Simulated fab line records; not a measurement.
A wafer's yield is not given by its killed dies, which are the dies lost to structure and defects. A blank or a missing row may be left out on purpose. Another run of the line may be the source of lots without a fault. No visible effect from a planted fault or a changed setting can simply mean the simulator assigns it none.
Which tool is to blame? + flow n5-finfet + 36 wafers from 12 lots sampled at 3 of the route's 1938 steps

WHAT THE GAUGES READ, wafer by wafer
N5_PMOS_HMC_CHANNEL_EPI_CD_MEAS_09 targets a cd of 237.4 nm.
| lot  | measured    | on        | cd-nm (nm)        |
|------|-------------|-----------|-------------------|
| L075 | day 1 23:29 | cd-sem-02 | 238.0 239.2 238.5 |
| L077 | day 2 11:50 | cd-sem-01 | 237.6 236.1 238.2 |
| L079 | day 2 23:23 | cd-sem-02 | 236.7 237.0 237.7 |
| L081 | day 3 11:10 | cd-sem-02 | 237.8 237.2 236.7 |
| L083 | day 3 23:37 | cd-sem-01 | 238.1 238.1 237.1 |
| L085 | day 4 13:55 | cd-sem-01 | 237.1 237.2 236.7 |
| L087 | day 4 23:52 | cd-sem-01 | 238.1 238.4 237.4 |
| L089 | day 5 11:02 | cd-sem-01 | 237.4 237.0 237.7 |
| L091 | day 5 23:31 | cd-sem-01 | 237.0 237.2 236.3 |
| L093 | day 6 11:40 | cd-sem-03 | 238.4 238.5 238.4 |
| L095 | day 6 23:05 | cd-sem-02 | 238.6 239.1 237.8 |
| L097 | day 7 11:14 | cd-sem-02 | 237.5 236.3 236.7 |

EACH LOT AND THE TOOL THAT RAN IT (in order: tool; ch and the chambers of the sampled wafers; start)
| lot  | N5_ZERO_LAYER_ETCH_17             | N5_WELL_APT_RTA_34              |
|------|-----------------------------------|---------------------------------|
| L075 | rie-diel-05 ch 0,2, day 1 19:16   | rtp-anneal-01 ch 0, day 1 22:18 |
| L077 | rie-diel-05 ch 0,2, day 2 07:50   | rtp-anneal-02 ch 0, day 2 10:39 |
| L079 | rie-diel-05 ch 0,1,3, day 2 19:01 | rtp-anneal-01 ch 0, day 2 22:05 |
| L081 | rie-diel-06 ch 0,1, day 3 06:43   | rtp-anneal-02 ch 0, day 3 09:58 |
| L083 | rie-diel-05 ch 1,2, day 3 18:50   | rtp-anneal-02 ch 0, day 3 22:20 |
| L085 | rie-diel-06 ch 0,3, day 4 06:58   | rtp-anneal-01 ch 0, day 4 12:44 |
| L087 | rie-diel-06 ch 0,1, day 4 18:50   | rtp-anneal-01 ch 0, day 4 22:36 |
| L089 | rie-diel-06 ch 0,1,2, day 5 06:44 | rtp-anneal-01 ch 0, day 5 09:52 |
| L091 | rie-diel-03 ch 0,1,3, day 5 18:56 | rtp-anneal-02 ch 0, day 5 21:59 |
| L093 | rie-diel-06 ch 0,2,3, day 6 07:03 | rtp-anneal-01 ch 0, day 6 10:29 |
| L095 | rie-diel-03 ch 0,1, day 6 18:44   | rtp-anneal-02 ch 0, day 6 21:35 |
| L097 | rie-diel-05 ch 0,1, day 7 06:44   | rtp-anneal-02 ch 0, day 7 09:46 |
- N5_ZERO_LAYER_ETCH_17: etches SiO2 in CF4, target depth 12 nm, time 13.3 s.
- N5_WELL_APT_RTA_34: time 10 s.

THE ANSWER, worked out from the rows above alone
Rule: the usual values come from the lots themselves. The widest of any qualifying gaps counts: lots, ordered by their means at a reading, are off when they make up no more than a third of the lots, leave a main group of 4 or more, and stand apart from it by 3 or more times the standard deviation of that group's means. The tables above print the reading to a certain number of digits; a main group whose means all agree to those digits is not used. A lot without any number at a reading at which 4 lots or more have one is off too. The other lots that the step has rows for count as sound.
Across all readings shown, no lot is off: no conclusion can be drawn from this.

WHAT WAS PUT IN BY THE SIMULATOR
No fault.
